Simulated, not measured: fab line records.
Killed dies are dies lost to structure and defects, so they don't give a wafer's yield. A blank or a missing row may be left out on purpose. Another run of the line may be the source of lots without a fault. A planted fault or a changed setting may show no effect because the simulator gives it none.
Which tool was responsible?	flow n5-finfet	at 1 step of a route of 1938, 10 lots with 30 wafers sampled

== WHAT EACH GAUGE READ, for each wafer ==
N5_BEOL_M4_RC_MEAS_101.
lot	measured	on	DIBL_N (mV/V)	DIBL_P (mV/V)	IOFF_N (nA/um)	IOFF_P (nA/um)	ION_N (uA/um)	ION_P (uA/um)	SS_N (mV/dec)	SS_P (mV/dec)	VT_N (mV)	VT_P (mV)
L607	day 8 04:23	prober-01	35.4 36.9 35.3	35.3 37.8 34.9	0.13 0.17 0.14	0.22 0.29 0.23	672 694 674	466 484 476	71.4 71.1 70.7	72.4 73.3 73.0	255 249 252	-249 -244 -246
L614	day 9 22:11	prober-01	34.1 36.5 36.3	32.5 35.7 35.0	0.12 0.17 0.16	0.19 0.24 0.22	672 682 675	468 464 459	71.3 71.4 71.6	72.5 73.8 72.7	253 247 249	-250 -247 -247
L616	day 10 02:59	prober-01	36.3 36.3 36.5	36.6 36.9 36.9	0.16 0.16 0.16	0.25 0.26 0.25	678 673 688	470 465 477	70.6 71.3 71.2	73.6 72.8 72.9	247 249 249	-242 -245 -246
L618	day 11 02:14	prober-01	36.9 35.8 37.7	35.8 34.5 36.8	0.16 0.14 0.17	0.21 0.19 0.23	675 665 680	461 453 463	72.6 71.9 71.8	73.1 73.6 73.5	249 251 249	-250 -252 -247
L619	day 11 03:49	prober-02	35.2 35.5 32.4	36.3 36.5 32.3	0.16 0.17 0.11	0.22 0.22 0.17	689 673 650	471 463 456	71.2 71.4 71.5	74.0 74.3 72.7	249 247 256	-249 -249 -249
L620	day 11 12:02	prober-01	34.1 33.9 32.4	35.4 34.9 33.7	0.15 0.13 0.12	0.19 0.18 0.16	672 663 674	461 459 463	70.4 71.3 70.7	73.0 72.6 72.8	250 251 251	-252 -253 -255
L625	day 12 20:40	prober-02	36.1 42.1 37.3	35.7 43.3 37.6	0.13 0.29 0.16	0.20 0.37 0.25	661 712 677	461 481 469	70.1 71.9 70.5	73.6 74.9 74.3	252 239 250	-250 -239 -246
L626	day 13 02:40	prober-01	38.3 38.3 37.5	40.2 39.0 37.9	0.22 0.20 0.18	0.28 0.26 0.24	679 685 678	470 476 464	72.5 72.2 72.2	74.3 73.0 73.7	247 246 248	-245 -246 -247
L627	day 13 04:31	prober-01	36.6 37.2 38.2	37.1 37.5 39.3	0.16 0.16 0.21	0.25 0.26 0.30	684 673 702	476 470 484	71.8 71.3 71.5	72.6 73.7 73.6	248 251 244	-247 -247 -246
L629	day 13 20:48	prober-02	35.1 37.9 37.0	35.2 37.1 36.8	0.14 0.18 0.16	0.21 0.24 0.24	684 691 678	470 473 470	71.1 71.3 71.6	72.6 74.2 73.5	247 248 248	-248 -248 -248

== WHICH TOOL RAN EACH LOT (tool, then ch and the chambers of the sampled wafers, then the start) ==
Record: no process step prior to these readings.

== WHAT THE TOOLS THEMSELVES READ (means of the sampled wafers that have a number; where no wafer has one, the mark that the record gives instead) ==
The record holds no such reading with a usual standard deviation.

== THE ANSWER, worked out from the rows above alone ==
Rule: the usual values come from the lots themselves. The widest of any qualifying gaps counts: lots, ordered by their means at a reading, are off when they make up no more than a third of the lots, leave a main group of 4 or more, and stand apart from it by 3 or more times the standard deviation of that group's means. A main group is skipped when, at the precision printed for the reading in the tables above, its means are all equal. Also off: a lot with no number at a reading for which 4 or more lots have one. All remaining lots with rows at the step are treated as sound. The gauges are gone through in route order, then the tools' own readings, and for those a lot's mean is taken as printed above. At the first step where some lot is off, the reading lying furthest off is the one used; lots without a number count as furthest.
Across all readings shown, no lot is off: no conclusion can be drawn from this.

== WHAT THE SIMULATOR PUT IN ==
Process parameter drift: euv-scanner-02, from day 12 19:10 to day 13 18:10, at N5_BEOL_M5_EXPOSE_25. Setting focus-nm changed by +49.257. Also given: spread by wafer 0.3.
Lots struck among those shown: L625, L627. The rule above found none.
